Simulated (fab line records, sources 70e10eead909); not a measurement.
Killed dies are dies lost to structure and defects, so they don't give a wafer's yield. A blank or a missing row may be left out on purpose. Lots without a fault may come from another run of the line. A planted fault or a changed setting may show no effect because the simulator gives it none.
A struck lot beside a sound one | flow nand_harc | 13 steps out of a route of 1302
Sound: wafers L607.3, L607.4, L607.6. Struck: wafers L615.1, L615.5, L615.6. The cause comes at the end.
At each step with rows: each side's tool, then ch and its chambers, then its first start. Under that, the readings that differ: sound wafers | struck wafers | difference of the means | sigmas: that difference in standard deviations of wafers without a fault.
alike: readings whose means differ by less than 2 such deviations, and words and numbers that are the same on both sides. not compared: withheld readings, readings that some wafer has no value for, bounds like >300 that may hide the same value, and numbers for which the record gives no deviation and whose values overlap.
The two part at a step that has a row with sigmas, a row that says differs or no value, or rows on one side only. Numbers that don't overlap but have no deviation are shown without sigmas and don't part them. A reading that every wafer of one side lacks parts them only if that side has two wafers or more.

first, 1 step without rows for these wafers: NHARC_A_SLIT_SRD_20.
NHARC_A_SLIT_CD_MEAS_21:
  sound on cd_sem-01, day 22 19:41; struck on cd_sem-03, day 26 10:33
  alike: cd_nm
then, 3 steps without rows for these wafers: NHARC_A_SIN_REMOVE_WET_00 (chemistry H3PO4, time 15300 s); NHARC_A_SIN_REMOVE_PRECLEAN_01 (cleans in SC1); NHARC_A_SIN_REMOVE_SRD_02.
NHARC_A_SIN_REMOVE_INSPECT_04:
  sound on defect_inspect-01, day 23 01:00; struck on defect_inspect-02, day 26 17:14
  alike: raw_defect_count
NHARC_A_WL_FILL_ALD_00: deposits Al2O3, target thk 3 nm, pulse time 3 s, ald cycles 30.
  sound on ald_hk-03 ch 0,1,2, day 23 01:07; struck on ald_hk-01 ch 0,3, day 26 19:22
  alike: heater_power_w, precursor_pulse_height_rel
NHARC_A_WL_FILL_RTA_01: time 5 s.
  sound on rtp_anneal-01 ch 0, day 23 01:36; struck on rtp_anneal-02 ch 0, day 26 19:44
  reading            | sound             | struck            | difference | sigmas
  lamp_power_pct (%) | 30.46 30.54 30.52 | 30.01 30.03 30.05 | -0.48      | -2
  alike: wafer_temp_C_max
NHARC_A_WL_FILL_ALD_02: deposits TiN, target thk 2 nm, pulse time 3 s, ald cycles 100.
  sound on ald_metal-03 ch 0,1,3, day 23 01:48; struck on ald_metal-01 ch 2,3, day 26 19:59
  alike: heater_power_w, precursor_pulse_height_rel
NHARC_A_WL_FILL_CVD_03: deposits W, target thk 40 nm, time 279 s.
  sound on cvd_w-01 ch 0,1, day 23 02:24; struck on cvd_w-01 ch 0,1, day 26 20:23
  alike: heater_power_w, mfc_wf6_sccm, throttle_valve_pct
NHARC_A_WL_FILL_ETCHBACK_04: etches the open film in NF3, target depth 60 nm, time 120 s.
  sound on rie_metal-03 ch 0,1, day 23 02:44; struck on rie_metal-03 ch 0,1, day 26 20:47
  reading               | sound             | struck            | difference | sigmas
  oes_product_au (a.u.) | 0.968 0.987 0.980 | 0.931 0.947 0.932 | -0.042     | -3
  alike: chamber_pressure_mTorr, drypump_motor_current_A
  not compared: rf_hours_counter_h
NHARC_A_WL_FILL_ETCHBACK_05: etches the open film in Cl2/BCl3, target depth 22 nm, time 60 s.
  sound on rie_metal-03 ch 0, day 23 02:58; struck on rie_metal-03 ch 0,1, day 26 21:01
  alike: chamber_pressure_mTorr, drypump_motor_current_A, oes_product_au, temp_c
  not compared: rf_hours_counter_h
-- the record jumps here: 4 days lie between the struck wafers' starts before and after (it left off in module A_WL_FILL and takes up again in module END, whose first step shown is number 1302 of the route) --
NHARC_END_SORT_01:
  the record has rows for the struck wafers here (prober-01 ch 0, day 30 20:49) and none for the sound ones

WHERE THEY PART
First at NHARC_A_WL_FILL_RTA_01; last, within this record, at NHARC_END_SORT_01.

WHY: what the simulator had put in
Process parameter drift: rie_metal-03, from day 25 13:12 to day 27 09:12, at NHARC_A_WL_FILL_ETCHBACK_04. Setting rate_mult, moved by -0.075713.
